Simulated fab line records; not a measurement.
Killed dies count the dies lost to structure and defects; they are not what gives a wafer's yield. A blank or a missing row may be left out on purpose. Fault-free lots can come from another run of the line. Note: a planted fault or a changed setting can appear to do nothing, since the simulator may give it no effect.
Which tool was responsible? || flow nand-harc || 14 lots with 42 wafers sampled at 4 steps, on a route of 1302 steps

WHAT THE GAUGES READ, wafer by wafer
NHARC_A_SOURCE_PLATE_THK_MEAS_09: measures by ellipsometry. Usual: thk-nm 9.6 nm, standard deviation 0.97.
{"lot": "L778", "measured": "day 7 00:47", "on": "film-metro-02", "thk-nm (nm)": "10.3 10.0 9.8", "flag": ""}
{"lot": "L779", "measured": "day 7 17:42", "on": "film-metro-02", "thk-nm (nm)": "8.9 9.5 10.6", "flag": ""}
{"lot": "L780", "measured": "day 7 17:42", "on": "film-metro-01", "thk-nm (nm)": "11.5 10.8 10.4", "flag": ""}
{"lot": "L781", "measured": "day 8 12:12", "on": "film-metro-02", "thk-nm (nm)": "9.1 7.9 8.2", "flag": ""}
{"lot": "L782", "measured": "day 8 16:46", "on": "film-metro-01", "thk-nm (nm)": "9.6 9.0 9.8", "flag": ""}
{"lot": "L784", "measured": "day 9 11:43", "on": "film-metro-02", "thk-nm (nm)": "9.7 9.8 9.4", "flag": ""}
{"lot": "L783", "measured": "day 9 11:43", "on": "film-metro-01", "thk-nm (nm)": "8.5 9.8 8.0", "flag": ""}
{"lot": "L785", "measured": "day 10 05:25", "on": "film-metro-01", "thk-nm (nm)": "8.7 10.4 9.9", "flag": ""}
{"lot": "L788", "measured": "day 11 10:49", "on": "film-metro-02", "thk-nm (nm)": "7.5 11.4 10.7", "flag": ""}
{"lot": "L789", "measured": "day 11 18:49", "on": "film-metro-02", "thk-nm (nm)": "8.9 9.9 9.7", "flag": ""}
{"lot": "L796", "measured": "day 15 01:15", "on": "film-metro-01", "thk-nm (nm)": "10.9 9.6 10.9", "flag": ""}
{"lot": "L797", "measured": "day 15 06:38", "on": "film-metro-01", "thk-nm (nm)": "9.2 8.7 10.8", "flag": ""}
{"lot": "L801", "measured": "day 16 16:09", "on": "film-metro-01", "thk-nm (nm)": "11.7 8.9 11.0", "flag": ""}
{"lot": "L800", "measured": "day 16 16:10", "on": "film-metro-01", "thk-nm (nm)": "8.1 9.3 10.2", "flag": ""}

NHARC_A_ONON_D1_THK_MEAS_02: measures by ellipsometry. Usual: thk-nm 1003 nm, standard deviation 10.
{"lot": "L778", "measured": "day 7 12:12", "on": "film-metro-01", "thk-nm (nm)": "1017 1020 1017", "flag": ""}
{"lot": "L779", "measured": "day 8 06:53", "on": "film-metro-02", "thk-nm (nm)": "1018 1018 1020", "flag": ""}
{"lot": "L780", "measured": "day 8 06:53", "on": "film-metro-02", "thk-nm (nm)": "1013 1014 1014", "flag": ""}
{"lot": "L781", "measured": "day 9 01:28", "on": "film-metro-02", "thk-nm (nm)": "1018 1018 1017", "flag": ""}
{"lot": "L782", "measured": "day 9 06:48", "on": "film-metro-01", "thk-nm (nm)": "1001 1001 999", "flag": ""}
{"lot": "L784", "measured": "day 10 00:53", "on": "film-metro-02", "thk-nm (nm)": "997 997 998", "flag": ""}
{"lot": "L783", "measured": "day 10 00:52", "on": "film-metro-01", "thk-nm (nm)": "1003 1003 1003", "flag": ""}
{"lot": "L785", "measured": "day 10 19:08", "on": "film-metro-01", "thk-nm (nm)": "1012 1010 1011", "flag": ""}
{"lot": "L788", "measured": "day 12 00:31", "on": "film-metro-02", "thk-nm (nm)": "999 1001 998", "flag": ""}
{"lot": "L789", "measured": "day 12 10:05", "on": "film-metro-02", "thk-nm (nm)": "1006 1007 1004", "flag": ""}
{"lot": "L801", "measured": "day 17 05:31", "on": "film-metro-02", "thk-nm (nm)": "1011 1011 1010", "flag": ""}
{"lot": "L800", "measured": "day 17 05:31", "on": "film-metro-02", "thk-nm (nm)": "1014 1014 1012", "flag": ""}

TOOL THAT RAN EACH LOT (tool first, then ch and the chambers of the sampled wafers, then the start)
{"lot": "L778", "NHARC_A_ZERO_WELL_DESCUM_12": "rie-diel-08 ch 1,2, day 6 16:37", "NHARC_A_SOURCE_PLATE_ANNEAL_05": "furnace-08 ch 0, day 7 07:38"}
{"lot": "L779", "NHARC_A_ZERO_WELL_DESCUM_12": "rie-diel-07 ch 0,1,2, day 7 09:07", "NHARC_A_SOURCE_PLATE_ANNEAL_05": "furnace-04 ch 0, day 8 02:20"}
{"lot": "L780", "NHARC_A_ZERO_WELL_DESCUM_12": "rie-diel-06 ch 1,2, day 7 11:32", "NHARC_A_SOURCE_PLATE_ANNEAL_05": "furnace-04 ch 0, day 8 02:20"}
{"lot": "L781", "NHARC_A_ZERO_WELL_DESCUM_12": "rie-diel-06 ch 1,3, day 8 03:01", "NHARC_A_SOURCE_PLATE_ANNEAL_05": "furnace-04 ch 0, day 8 20:49"}
{"lot": "L782", "NHARC_A_ZERO_WELL_DESCUM_12": "rie-diel-06 ch 0,1,2, day 8 08:37", "NHARC_A_SOURCE_PLATE_ANNEAL_05": "furnace-04 ch 0, day 9 02:11"}
{"lot": "L784", "NHARC_A_ZERO_WELL_DESCUM_12": "rie-diel-06 ch 0,1,2, day 9 03:35", "NHARC_A_SOURCE_PLATE_ANNEAL_05": "furnace-04 ch 0, day 9 20:14"}
{"lot": "L783", "NHARC_A_ZERO_WELL_DESCUM_12": "rie-diel-06 ch 1,2,3, day 9 04:27", "NHARC_A_SOURCE_PLATE_ANNEAL_05": "furnace-04 ch 0, day 9 20:14"}
{"lot": "L785", "NHARC_A_ZERO_WELL_DESCUM_12": "rie-diel-06 ch 0,2,3, day 9 21:17", "NHARC_A_SOURCE_PLATE_ANNEAL_05": "furnace-08 ch 0, day 10 14:32"}
{"lot": "L788", "NHARC_A_ZERO_WELL_DESCUM_12": "rie-diel-06 ch 0,2, day 11 02:38", "NHARC_A_SOURCE_PLATE_ANNEAL_05": "furnace-08 ch 0, day 11 19:53"}
{"lot": "L789", "NHARC_A_ZERO_WELL_DESCUM_12": "rie-diel-06 ch 1,2, day 11 10:30", "NHARC_A_SOURCE_PLATE_ANNEAL_05": "furnace-04 ch 0, day 12 05:33"}
{"lot": "L796", "NHARC_A_ZERO_WELL_DESCUM_12": "rie-diel-06 ch 1,2,3, day 14 14:57", "NHARC_A_SOURCE_PLATE_ANNEAL_05": "furnace-08, day 15 10:57"}
{"lot": "L797", "NHARC_A_ZERO_WELL_DESCUM_12": "rie-diel-07 ch 0,1,3, day 14 21:25", "NHARC_A_SOURCE_PLATE_ANNEAL_05": "furnace-08, day 15 18:22"}
{"lot": "L801", "NHARC_A_ZERO_WELL_DESCUM_12": "rie-diel-06 ch 1,2,3, day 16 01:20", "NHARC_A_SOURCE_PLATE_ANNEAL_05": "furnace-01 ch 0, day 17 00:59"}
{"lot": "L800", "NHARC_A_ZERO_WELL_DESCUM_12": "rie-diel-06 ch 0,1,3, day 16 02:23", "NHARC_A_SOURCE_PLATE_ANNEAL_05": "furnace-01 ch 0, day 17 00:59"}
- NHARC_A_ZERO_WELL_DESCUM_12: chemistry O2, time 3 s.
- NHARC_A_SOURCE_PLATE_ANNEAL_05: time 1800 s.

AS READ BY THE TOOLS THEMSELVES (means over the sampled wafers that have a number; for cases with no such wafer, the mark the record gives instead)
NHARC_A_ZERO_WELL_DESCUM_12. Usual: drypump-motor-current-A 5.6 A, standard deviation 0.45; oes-product-au 1.005 a.u., standard deviation 0.009; rf-vpp-V 57.8 V, standard deviation 0.86; showerhead-plenum-p-Torr 1.90 Torr, standard deviation 0.056; throttle-valve-pct 11.310 %, standard deviation 0.0088.
{"lot": "L778", "tool": "rie-diel-08", "drypump-motor-current-A (A)": 5.6, "oes-product-au (a.u.)": 0.996, "rf-vpp-V (V)": 57.5, "showerhead-plenum-p-Torr (Torr)": 1.93, "throttle-valve-pct (%)": 11.315, "flag": ""}
{"lot": "L779", "tool": "rie-diel-07", "drypump-motor-current-A (A)": 5.4, "oes-product-au (a.u.)": 1.014, "rf-vpp-V (V)": 57.6, "showerhead-plenum-p-Torr (Torr)": 1.98, "throttle-valve-pct (%)": 11.312, "flag": ""}
{"lot": "L780", "tool": "rie-diel-06", "drypump-motor-current-A (A)": 5.4, "oes-product-au (a.u.)": 1.006, "rf-vpp-V (V)": 57.1, "showerhead-plenum-p-Torr (Torr)": 1.88, "throttle-valve-pct (%)": 11.310, "flag": ""}
{"lot": "L781", "tool": "rie-diel-06", "drypump-motor-current-A (A)": 5.1, "oes-product-au (a.u.)": 1.011, "rf-vpp-V (V)": 58.0, "showerhead-plenum-p-Torr (Torr)": 1.89, "throttle-valve-pct (%)": 11.302, "flag": ""}
{"lot": "L782", "tool": "rie-diel-06", "drypump-motor-current-A (A)": 5.7, "oes-product-au (a.u.)": 1.002, "rf-vpp-V (V)": 57.9, "showerhead-plenum-p-Torr (Torr)": 1.89, "throttle-valve-pct (%)": 11.308, "flag": ""}
{"lot": "L784", "tool": "rie-diel-06", "drypump-motor-current-A (A)": 5.7, "oes-product-au (a.u.)": 1.009, "rf-vpp-V (V)": 57.2, "showerhead-plenum-p-Torr (Torr)": 1.89, "throttle-valve-pct (%)": 11.313, "flag": ""}
{"lot": "L783", "tool": "rie-diel-06", "drypump-motor-current-A (A)": 5.4, "oes-product-au (a.u.)": 1.002, "rf-vpp-V (V)": 57.9, "showerhead-plenum-p-Torr (Torr)": 1.87, "throttle-valve-pct (%)": 11.310, "flag": ""}
{"lot": "L785", "tool": "rie-diel-06", "drypump-motor-current-A (A)": 5.6, "oes-product-au (a.u.)": 1.012, "rf-vpp-V (V)": 58.4, "showerhead-plenum-p-Torr (Torr)": 1.89, "throttle-valve-pct (%)": 11.313, "flag": ""}
{"lot": "L788", "tool": "rie-diel-06", "drypump-motor-current-A (A)": 5.9, "oes-product-au (a.u.)": 0.997, "rf-vpp-V (V)": 57.4, "showerhead-plenum-p-Torr (Torr)": 1.91, "throttle-valve-pct (%)": 11.310, "flag": ""}
{"lot": "L789", "tool": "rie-diel-06", "drypump-motor-current-A (A)": 5.6, "oes-product-au (a.u.)": 1.005, "rf-vpp-V (V)": 58.0, "showerhead-plenum-p-Torr (Torr)": 1.86, "throttle-valve-pct (%)": 11.312, "flag": ""}
{"lot": "L796", "tool": "rie-diel-06", "drypump-motor-current-A (A)": 5.4, "oes-product-au (a.u.)": 1.005, "rf-vpp-V (V)": 57.2, "showerhead-plenum-p-Torr (Torr)": 1.87, "throttle-valve-pct (%)": 11.312, "flag": ""}
{"lot": "L797", "tool": "rie-diel-07", "drypump-motor-current-A (A)": 5.5, "oes-product-au (a.u.)": 0.997, "rf-vpp-V (V)": 57.9, "showerhead-plenum-p-Torr (Torr)": 2.03, "throttle-valve-pct (%)": 11.298, "flag": ""}
{"lot": "L801", "tool": "rie-diel-06", "drypump-motor-current-A (A)": 5.3, "oes-product-au (a.u.)": 1.002, "rf-vpp-V (V)": 58.1, "showerhead-plenum-p-Torr (Torr)": 1.87, "throttle-valve-pct (%)": 11.313, "flag": ""}
{"lot": "L800", "tool": "rie-diel-06", "drypump-motor-current-A (A)": 5.4, "oes-product-au (a.u.)": 1.004, "rf-vpp-V (V)": 58.9, "showerhead-plenum-p-Torr (Torr)": 1.90, "throttle-valve-pct (%)": 11.312, "flag": ""}

NHARC_A_SOURCE_PLATE_ANNEAL_05. Usual: run-length-s 1836 s, standard deviation 4.6; spike-tc-bottom-C 871 C, standard deviation 3.1; tube-center-temp-C 850.02 C, standard deviation 0.071; zone-power-upper-pct 16.9 %, standard deviation 2.
{"lot": "L778", "tool": "furnace-08", "run-length-s (s)": 1840, "spike-tc-bottom-C (C)": 873, "tube-center-temp-C (C)": 850.06, "zone-power-upper-pct (%)": 19.0, "flag": ""}
{"lot": "L779", "tool": "furnace-04", "run-length-s (s)": 1839, "spike-tc-bottom-C (C)": 868, "tube-center-temp-C (C)": 849.95, "zone-power-upper-pct (%)": 15.9, "flag": ""}
{"lot": "L780", "tool": "furnace-04", "run-length-s (s)": 1830, "spike-tc-bottom-C (C)": 866, "tube-center-temp-C (C)": 849.95, "zone-power-upper-pct (%)": 15.7, "flag": ""}
{"lot": "L781", "tool": "furnace-04", "run-length-s (s)": 1834, "spike-tc-bottom-C (C)": 867, "tube-center-temp-C (C)": 850.03, "zone-power-upper-pct (%)": 15.7, "flag": ""}
{"lot": "L782", "tool": "furnace-04", "run-length-s (s)": 1832, "spike-tc-bottom-C (C)": 867, "tube-center-temp-C (C)": 850.06, "zone-power-upper-pct (%)": 15.7, "flag": ""}
{"lot": "L784", "tool": "furnace-04", "run-length-s (s)": 1834, "spike-tc-bottom-C (C)": 866, "tube-center-temp-C (C)": 850.02, "zone-power-upper-pct (%)": 15.8, "flag": ""}
{"lot": "L783", "tool": "furnace-04", "run-length-s (s)": 1835, "spike-tc-bottom-C (C)": 867, "tube-center-temp-C (C)": 850.05, "zone-power-upper-pct (%)": 15.7, "flag": ""}
{"lot": "L785", "tool": "furnace-08", "run-length-s (s)": 1840, "spike-tc-bottom-C (C)": 873, "tube-center-temp-C (C)": 850.06, "zone-power-upper-pct (%)": 19.3, "flag": ""}
{"lot": "L788", "tool": "furnace-08", "run-length-s (s)": 1837, "spike-tc-bottom-C (C)": 874, "tube-center-temp-C (C)": 849.96, "zone-power-upper-pct (%)": 19.4, "flag": ""}
{"lot": "L789", "tool": "furnace-04", "run-length-s (s)": 1834, "spike-tc-bottom-C (C)": 869, "tube-center-temp-C (C)": 850.06, "zone-power-upper-pct (%)": 15.7, "flag": ""}
{"lot": "L796", "tool": "furnace-08", "run-length-s (s)": "-", "spike-tc-bottom-C (C)": "-", "tube-center-temp-C (C)": "-", "zone-power-upper-pct (%)": "-", "flag": "OFF"}
{"lot": "L797", "tool": "furnace-08", "run-length-s (s)": "-", "spike-tc-bottom-C (C)": "-", "tube-center-temp-C (C)": "-", "zone-power-upper-pct (%)": "-", "flag": "OFF"}
{"lot": "L801", "tool": "furnace-01", "run-length-s (s)": 1828, "spike-tc-bottom-C (C)": 870, "tube-center-temp-C (C)": 850.01, "zone-power-upper-pct (%)": 14.1, "flag": ""}
{"lot": "L800", "tool": "furnace-01", "run-length-s (s)": 1837, "spike-tc-bottom-C (C)": 870, "tube-center-temp-C (C)": 850.07, "zone-power-upper-pct (%)": 14.1, "flag": ""}

THE ANSWER, worked out from the rows above alone
Rule: a lot is off if the mean of its wafers that have a number lies more than 3 standard deviations from the usual mean. Also off: a lot with no number at a reading for which 4 or more lots have one. All remaining lots with rows at the step are treated as sound. Order of review: gauges by route order, followed by the tools' own readings, for which a lot's mean as printed above is used. At the first step where some lot is off, the reading lying furthest off is the one used; lots without a number count as furthest.
Off: L796, L797, at NHARC_A_SOURCE_PLATE_ANNEAL_05 (run-length-s). Without a number there: L796, L797.
If a tool, at that step or one of the process steps before it, ran each lot that is off and ran no sound lot following the first of them, it fits. One candidate fits, namely furnace-08 at NHARC_A_SOURCE_PLATE_ANNEAL_05. A fault onset in the window from L788 (day 11 19:53, its last sound lot) to L796 (day 15 10:57, its first lot off) fits.
Blank at NHARC_A_SOURCE_PLATE_ANNEAL_05 on the lots that are off, where sound lots have numbers: run-length-s, spike-tc-bottom-C, tube-center-temp-C, zone-power-upper-pct.

WHAT THE SIMULATOR HAD PUT IN
Whole step skipped at NHARC_A_SOURCE_PLATE_ANNEAL_05 on furnace-08, starting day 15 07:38. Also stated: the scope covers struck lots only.
Struck lots among those shown: L796, L797. The same result came from the rule above.
